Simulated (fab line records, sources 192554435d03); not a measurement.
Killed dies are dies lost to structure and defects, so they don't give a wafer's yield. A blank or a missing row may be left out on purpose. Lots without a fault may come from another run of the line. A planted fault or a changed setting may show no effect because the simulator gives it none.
Which tool did it? | flow n5_finfet | 11 lots, 33 wafers sampled, at 4 steps of a route of 1938

WHAT THE GAUGES READ, wafer by wafer
N5_BEOL_M8_CD_MEAS_11: target cd 38.5 nm.
lot  | measured     | on        | cd_nm (nm)
L951 | day 9 11:25  | cd_sem-03 | 38.3 38.4 39.0
L950 | day 9 19:47  | cd_sem-01 | 38.3 37.9 38.4
L952 | day 10 11:19 | cd_sem-02 | 39.0 38.4 38.4
L953 | day 10 14:11 | cd_sem-01 | 38.7 39.1 39.9
L954 | day 10 20:26 | cd_sem-03 | 38.9 38.7 37.8
L957 | day 11 12:32 | cd_sem-03 | 38.3 38.5 38.7
L959 | day 12 21:12 | cd_sem-01 | 37.9 39.1 38.9
L964 | day 13 11:16 | cd_sem-03 | 39.4 40.0 39.5
L963 | day 13 14:49 | cd_sem-02 | 39.0 38.3 39.4
L966 | day 13 15:02 | cd_sem-01 | 38.3 38.8 39.5
L973 | day 16 00:25 | cd_sem-02 | 38.5 38.7 38.2

WHICH TOOL RAN EACH LOT (tool, then ch and the chambers of the sampled wafers, then the start)
lot  | N5_BEOL_M7_SURFACE_TREAT_79  | N5_BEOL_M7_CMP_52             | N5_BEOL_M8_PECVD_70
L951 | pvd_sputter-02, day 9 08:57  | cmp-04 ch 1,2,3, day 9 09:40  | pecvd-01 ch 0,1,2, day 9 10:47
L950 | pvd_sputter-03, day 9 15:44  | cmp-03 ch 0,3, day 9 16:31    | pecvd-04 ch 0,1, day 9 17:48
L952 | pvd_sputter-01, day 10 07:25 | cmp-04 ch 0,3, day 10 08:24   | pecvd-01 ch 0,1,2, day 10 09:31
L953 | pvd_sputter-01, day 10 08:07 | cmp-04 ch 0,2,3, day 10 10:37 | pecvd-02 ch 0,2, day 10 11:56
L954 | pvd_sputter-01, day 10 15:44 | cmp-01 ch 0,1,3, day 10 16:46 | pecvd-04 ch 0,1,2, day 10 17:52
L957 | pvd_sputter-03, day 11 09:00 | cmp-04 ch 0,1,3, day 11 10:03 | pecvd-01 ch 0,2, day 11 11:02
L959 | pvd_sputter-03, day 12 15:44 | cmp-04 ch 2,3, day 12 16:50   | pecvd-01 ch 0,1,2, day 12 18:26
L964 | pvd_sputter-03, day 13 08:07 | cmp-01 ch 0,3, day 13 09:26   | pecvd-01 ch 0,1,2, day 13 10:32
L963 | pvd_sputter-02, day 13 11:09 | cmp-01 ch 1,2,3, day 13 12:28 | pecvd-01 ch 0,1, day 13 13:35
L966 | pvd_sputter-01, day 13 11:40 | cmp-03 ch 2,3, day 13 13:00   | pecvd-01 ch 0,1,2, day 13 14:04
L973 | pvd_sputter-03, day 15 21:23 | cmp-04 ch 0,1,3, day 15 22:14 | pecvd-04 ch 0,1, day 15 23:31
- N5_BEOL_M7_SURFACE_TREAT_79
- N5_BEOL_M7_CMP_52: polishes, stops on SiCOH lowk, t overpolish 6.9 s, target thk 80 nm.
- N5_BEOL_M8_PECVD_70: deposits SiO2 from TEOS/O2, target thk 20 nm, time 22.7 s.

WHAT THE TOOLS THEMSELVES READ (means of the sampled wafers that have a number; where no wafer has one, the mark that the record gives instead)
N5_BEOL_M7_CMP_52.
lot  | tool   | barrier_field_endpoint_s (s) | motor_current_A (A) | overpolish_run_s (s) | time_to_endpoint_s (s)
L951 | cmp-04 | 29.3                         | 5.7                 | 6.906                | 64
L950 | cmp-03 | 29.2                         | 6.8                 | 6.891                | 66
L952 | cmp-04 | 28.0                         | 5.5                 | 6.904                | 57
L953 | cmp-04 | 28.3                         | 5.5                 | 6.896                | 59
L954 | cmp-01 | 29.9                         | 6.1                 | 6.899                | 70
L957 | cmp-04 | 28.8                         | 5.3                 | 6.908                | 61
L959 | cmp-04 | 28.9                         | 5.8                 | 6.901                | 61
L964 | cmp-01 | 28.9                         | 6.4                 | 6.908                | 63
L963 | cmp-01 | 28.1                         | 6.0                 | 6.906                | 59
L966 | cmp-03 | 28.7                         | 6.5                 | 6.900                | 63
L973 | cmp-04 | 29.0                         | 5.2                 | 6.885                | 63

N5_BEOL_M8_PECVD_70.
lot  | tool     | heater_power_w (W) | showerhead_plenum_p_Torr (Torr) | susceptor_temp_C (C) | throttle_valve_pct (%)
L951 | pecvd-01 | 728                | 8.70                            | 400.16               | 22.4
L950 | pecvd-04 | 746                | 8.80                            | 399.81               | 21.9
L952 | pecvd-01 | 690                | 8.72                            | 399.85               | 22.5
L953 | pecvd-02 | 695                | 8.75                            | 400.12               | 21.2
L954 | pecvd-04 | 845                | 8.81                            | 399.70               | 21.7
L957 | pecvd-01 | 712                | 8.74                            | 399.82               | 22.9
L959 | pecvd-01 | 687                | 8.71                            | 400.18               | 22.5
L964 | pecvd-01 | 720                | 8.72                            | 400.10               | 22.6
L963 | pecvd-01 | 639                | 8.71                            | 409.33               | 23.0
L966 | pecvd-01 | 736                | 8.73                            | 409.77               | 22.7
L973 | pecvd-04 | 746                | 8.78                            | 400.11               | 22.2

THE ANSWER, worked out from the rows above alone
Rule: what is usual is taken from the lots themselves. Put in order of their means at a reading, lots are off if they are a third of the lots or fewer, leave a main group of 4 or more, and stand apart from it by a gap of 3 or more times the standard deviation of the main group's means; of several such gaps the widest counts. A main group whose means are all the same, to the digits that the tables above print for the reading, isn't used. A lot without any number at a reading at which 4 lots or more have one is off too. The other lots that the step has rows for count as sound. The gauges are gone through in route order, then the tools' own readings, and for those a lot's mean is taken as printed above. The first step at which some lot is off is used, and at that step the reading that is off furthest; a lot without a number counts as furthest.
Off: L963, L966, at N5_BEOL_M8_PECVD_70 (susceptor_temp_C). The main group: mean 399.98 C, standard deviation 0.17.
A tool fits if, at that step or a process step before it, it ran every lot that is off, and no sound lot after the first of them. One fits: pecvd-01 at N5_BEOL_M8_PECVD_70. Its last sound lot is L964 (day 13 10:32), its first lot that is off L963 (day 13 13:35): a fault that began between those two fits.
The tool's own readings at N5_BEOL_M8_PECVD_70 bear it out: on the lots that are off they differ by more than 5 times the standard deviation of the sound lots' means. susceptor_temp_C reads 409.55 C there against 399.98 C on the sound lots.

WHAT THE SIMULATOR HAD PUT IN
Process parameter drift: pecvd-01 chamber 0, from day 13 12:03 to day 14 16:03, at N5_BEOL_M8_PECVD_70. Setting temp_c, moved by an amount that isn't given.
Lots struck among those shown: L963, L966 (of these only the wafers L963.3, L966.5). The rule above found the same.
